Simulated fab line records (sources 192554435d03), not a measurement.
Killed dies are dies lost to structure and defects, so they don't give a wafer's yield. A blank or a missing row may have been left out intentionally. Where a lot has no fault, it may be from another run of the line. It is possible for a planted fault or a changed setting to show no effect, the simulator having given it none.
fab line records | flow n5-finfet | part 2 of 2: steps 30 to 34 of 34
record lots=5 wafers=15 last-day=20
route steps=1938 shown BEOL_M12@1606
lots that met no fault: taken from a fault-free run of the same line
start-h: hours from the record's opening day to when the first of the lot's shown wafers began | wait-h: hours since the lot's step before | " identical to the entry in the row above | L1.1+2: a single row standing in for several wafers | - either no value or no given start | * or withheld: withheld | < > ~ a bound
route shown NAME@n: a module of which the file shows steps, and the number in the route of the first | usual: the fault-free wafers' mean and standard deviation | same: alike in all rows | chamber/n: place in a boat | sites: readings site by site | _std_site: their standard deviation | _edge_site: mean of outer sites minus mean of inner sites | radius-mm: for every site, how far away it sits from the centre of the wafer | mask NAME#n: copy n | behind: the tool/chamber that last shaped the wafer | hold: cause of the lot's hold/its duration in hours/its outcome | device: which transistor (n, p or np) failed to switch | end of line: the same wafers' tests at the end of the route | a step given without rows: its recipe and nothing more | killed: count of dies lost to structure and defects at first sort (not the wafer's yield) | map: dies across one wafer; x = killed, . = not, _ = none there
set.NAME: the setting that was run; set.NAME@STEP: the one run at that earlier step | model.NAME: the simulator's own value behind a step, which no gauge read
certain route steps with their lots: each step a table, each wafer a row
services: from which hour (start-h, from the record's first day; less than 0 if before it) a tool's chamber was out of use, for how many hours, and why
## steps
# step N5_BEOL_M12_DESCUM_33
# recipe chemistry=O2 time-s=7.9 source-power-w=50 bias-power-w=20 pressure-mtorr=20 rf-frequency-hz=2.712e+07 temp-c=40 o2-flow-sccm=225
# usual drypump-motor-current-A=5.8/0.51 oes-product-au=0.79/0.078 rf-vpp-V=243.1/1.2 showerhead-plenum-p-Torr=2.09/0.053 temp-c=40.00/0.12 throttle-valve-pct=20.48/0.24
# columns lot.wafer tool chamber start-h wait-h drypump-motor-current-A oes-product-au rf-hours-counter-h rf-vpp-V showerhead-plenum-p-Torr temp-c throttle-valve-pct
L078.2 rie-diel-05 2 281.32 0.0 6.0 0.71 229 243.7 2.16 40.04 20.81
L078.3 " 0 " " 5.7 0.79 107 245.7 2.20 40.18 20.56
L078.5 " 0 " " 5.7 0.78 - 245.2 2.20 39.92 20.57
L094.4 rie-diel-01 0 406.37 0.2 6.5 0.77 134 243.2 2.01 40.03 20.44
L094.5 " 1 " " 5.6 0.69 - 242.7 2.07 39.95 20.80
L094.6 " 2 " " 5.0 0.85 - 243.0 2.13 40.01 20.13
L091.2 rie-diel-05 0 406.68 0.0 5.7 0.75 148 243.0 2.18 40.04 20.62
L091.4 " 3 " " 6.0 0.74 171 241.2 2.00 40.03 20.73
L091.5 " 1 " " 6.6 0.72 - 242.2 2.07 40.05 20.40
L097.3 rie-diel-04 3 414.99 0.0 5.5 0.81 98 242.1 2.10 39.91 20.36
L097.4 " 3 " " 5.5 0.81 - 243.7 2.10 39.82 20.36
L097.6 " 1 " " 6.2 0.84 - 242.4 2.02 39.84 20.27
L096.1 rie-diel-01 1 433.66 0.3 5.6 0.99 3 241.6 2.07 39.88 20.42
L096.4 " 3 " " 5.2 0.69 222 242.1 2.06 39.96 20.85
L096.5 " 2 " " 5.0 0.84 - 243.9 2.12 40.05 20.17
# step N5_BEOL_M12_ETCH_67
# recipe chemistry=CF4 target=SiARC target-depth-a=1430 time-s=238.3 ion-energy-ev=80 pressure-mtorr=40 source-w=545 bias-w=36 Ar_flow_sccm=100 cf4-flow-sccm=100 ends=cleared
# usual drypump-motor-current-A=5.8/0.51 etch-rf-on-time-s=239.0/2.9 oes-product-au=0.67/0.065 rf-vpp-V=184.0/1 showerhead-plenum-p-Torr=2.14/0.051 throttle-valve-pct=15.66/0.24
# columns lot.wafer tool chamber start-h wait-h drypump-motor-current-A etch-rf-on-time-s oes-product-au rf-hours-counter-h rf-vpp-V showerhead-plenum-p-Torr throttle-valve-pct
L078.2 rie-diel-05 2 281.35 0.0 6.0 242.9 0.60 229 184.3 2.19 15.97
L078.3 " 0 " " 5.7 244.7 0.66 107 185.3 2.24 15.74
L078.5 " 0 " " 5.7 245.2 0.66 - 185.5 2.24 15.75
L094.4 rie-diel-01 0 406.40 0.0 6.5 243.5 0.65 134 182.7 2.07 15.63
L094.5 " 1 " " 5.6 240.6 0.59 - 181.8 2.11 15.95
L094.6 " 2 " " 5.0 237.0 0.73 - 185.4 2.17 15.30
L091.2 rie-diel-05 0 406.71 0.0 5.7 241.4 0.64 148 185.0 2.23 15.82
L091.4 " 3 " " 5.9 239.4 0.63 171 183.7 2.05 15.91
L091.5 " 1 " " 6.6 241.3 0.62 - 184.4 2.12 15.61
L097.3 rie-diel-04 3 415.03 0.0 5.5 236.3 0.69 98 184.3 2.17 15.61
L097.4 " 3 " " 5.5 236.9 0.68 - 183.8 2.17 15.61
L097.6 " 1 " " 6.2 236.7 0.71 - 183.1 2.08 15.45
L096.1 rie-diel-01 1 433.70 0.0 5.6 234.4 0.85 3 182.9 2.11 15.46
L096.4 " 3 " " 5.2 238.6 0.59 222 183.9 2.11 16.06
L096.5 " 2 " " 5.0 235.8 0.72 - 183.4 2.17 15.34
# step N5_BEOL_M12_ETCH_68
# recipe chemistry=N2/H2 target=SOC mask-material=SiARC source-w=3000 bias-w=350 temp-c=40 time-s=285 ion-energy-ev=200 pressure-mtorr=30 n2-flow-sccm=200 h2-flow-sccm=200
# usual drypump-motor-current-A=5.8/0.51 oes-product-au=0.79/0.078 rf-vpp-V=523.8/1.9 showerhead-plenum-p-Torr=2.54/0.065 temp-c=39.98/0.13 throttle-valve-pct=17.84/0.27
# columns lot.wafer tool chamber start-h wait-h drypump-motor-current-A oes-product-au rf-hours-counter-h rf-vpp-V showerhead-plenum-p-Torr temp-c throttle-valve-pct
L078.2 rie-diel-05 2 281.50 0.1 6.1 0.70 230 527.1 2.62 39.84 18.11
L078.3 " 0 " " 5.7 0.79 108 527.9 2.67 39.94 18.00
L078.5 " 0 " " 5.7 0.80 - 527.8 2.67 39.99 17.96
L094.4 rie-diel-01 0 406.55 0.1 6.5 0.77 134 521.0 2.45 39.88 17.82
L094.5 " 1 " " 5.7 0.69 - 522.6 2.50 39.97 18.15
L094.6 " 2 " " 5.0 0.84 - 524.8 2.57 39.92 17.36
L091.2 rie-diel-05 0 406.86 0.1 5.7 0.75 148 527.7 2.66 40.17 18.04
L091.4 " 3 " " 6.0 0.74 171 522.5 2.42 39.87 18.02
L091.5 " 1 " " 6.6 0.72 - 524.2 2.52 39.95 17.83
L097.3 rie-diel-04 3 415.17 0.1 5.5 0.80 98 524.1 2.57 39.96 17.83
L097.4 " 3 " " 5.5 0.81 - 524.5 2.57 39.87 17.84
L097.6 " 1 " " 6.2 0.83 - 520.6 2.47 40.11 17.61
L096.1 rie-diel-01 1 433.84 0.1 5.6 0.99 4 523.4 2.50 39.92 17.71
L096.4 " 3 " " 5.2 0.68 223 523.9 2.52 40.07 18.23
L096.5 " 2 " " 5.0 0.83 - 525.2 2.56 39.91 17.39
# step N5_BEOL_M12_STRIP_69
# recipe chemistry=N2/H2 temp-c=40 n2-flow-sccm=200 h2-flow-sccm=200 rf-frequency-hz=6e+07
# columns lot.wafer tool chamber start-h wait-h
L078.2+3+5 rie-diel-05 2,0,0 281.67 0.1
L094.4+5+6 rie-diel-01 0,1,2 406.72 0.1
L091.2+4+5 rie-diel-05 0,3,1 407.03 0.1
L097.3+4+6 rie-diel-04 3,3,1 415.35 0.1
L096.1+4+5 rie-diel-01 1,3,2 434.02 0.1
# step N5_BEOL_M12_TRENCH_ETCH_34
# recipe chemistry=C4F8/O2/Ar target=SiOC target-depth-a=3189.5 mask-material=SOC pressure-mtorr=30 source-w=3000 bias-w=700 Ar_flow_sccm=400 C4F8_flow_sccm=15 O2_flow_sccm=8 he-inner-torr=15 he-outer-torr=30 time-s=125.5 ion-energy-ev=250
# usual drypump-motor-current-A=5.8/0.51 oes-product-au=0.79/0.078 rf-vpp-V=665.2/2.3 showerhead-plenum-p-Torr=3.41/0.079 throttle-valve-pct=24.27/0.23
# columns lot.wafer tool chamber start-h wait-h drypump-motor-current-A oes-product-au rf-hours-counter-h rf-vpp-V showerhead-plenum-p-Torr throttle-valve-pct
L078.2 rie-diel-05 2 281.68 0.0 6.0 0.70 230 667.9 3.50 24.51
L078.3 " 0 " " 5.7 0.79 108 670.3 3.58 24.39
L078.5 " 0 " " 5.7 0.78 - 669.5 3.58 24.38
L094.4 rie-diel-01 0 406.73 0.0 6.5 0.77 134 662.3 3.31 24.28
L094.5 " 1 " " 5.6 0.69 - 663.9 3.37 24.48
L094.6 " 2 " " 5.0 0.85 - 667.0 3.47 23.93
L091.2 rie-diel-05 0 407.04 0.0 5.7 0.75 148 670.7 3.56 24.45
L091.4 " 3 " " 6.0 0.74 171 660.8 3.28 24.52
L091.5 " 1 " " 6.6 0.72 - 665.3 3.39 24.14
L097.3 rie-diel-04 3 415.36 0.0 5.5 0.80 99 666.7 3.46 24.25
L097.4 " 3 " " 5.5 0.80 - 666.2 3.46 24.25
L097.6 " 1 " " 6.2 0.83 - 662.3 3.32 24.06
L096.1 rie-diel-01 1 434.03 0.0 5.7 1.00 4 664.9 3.36 24.16
L096.4 " 3 " " 5.2 0.69 223 665.0 3.38 24.60
L096.5 " 2 " " 5.0 0.84 - 666.6 3.46 23.94
## services
# columns tool chamber start-h hours kind
krf-scanner-01 - 257.60 1.3 pm
litho-track-02 - 267.81 - consumable-replace:filter
plasma-asher-02 - 274.21 1.6 repair
plasma-asher-02 - 281.37 1.8 repair
rie-diel-04 2 287.32 7.5 repair
rie-diel-04 2 308.08 5.8 repair
rie-diel-05 2 313.06 5.9 repair
plasma-asher-02 - 313.19 5.1 repair
rie-diel-04 2 326.28 1.8 repair
krf-scanner-01 - 355.13 1.0 pm
krf-scanner-02 - 366.71 1.0 pm
litho-track-03 - 386.17 - consumable-replace:filter
krf-scanner-02 - 389.97 0.8 pm
krf-scanner-01 - 390.92 1.5 repair
rie-diel-01 1 406.85 - clean
rie-diel-01 1 406.85 - consumable-replace:focus-ring
krf-scanner-01 - 408.59 0.8 pm
rie-diel-05 - 414.47 4.0 pm
krf-scanner-02 - 417.80 1.3 pm
rie-diel-05 - 418.47 2.8 pm
rie-diel-05 0 428.66 5.9 repair
rie-diel-04 - 430.76 2.8 pm
litho-track-02 - 432.54 - consumable-replace:filter
krf-scanner-01 - 433.50 1.3 pm
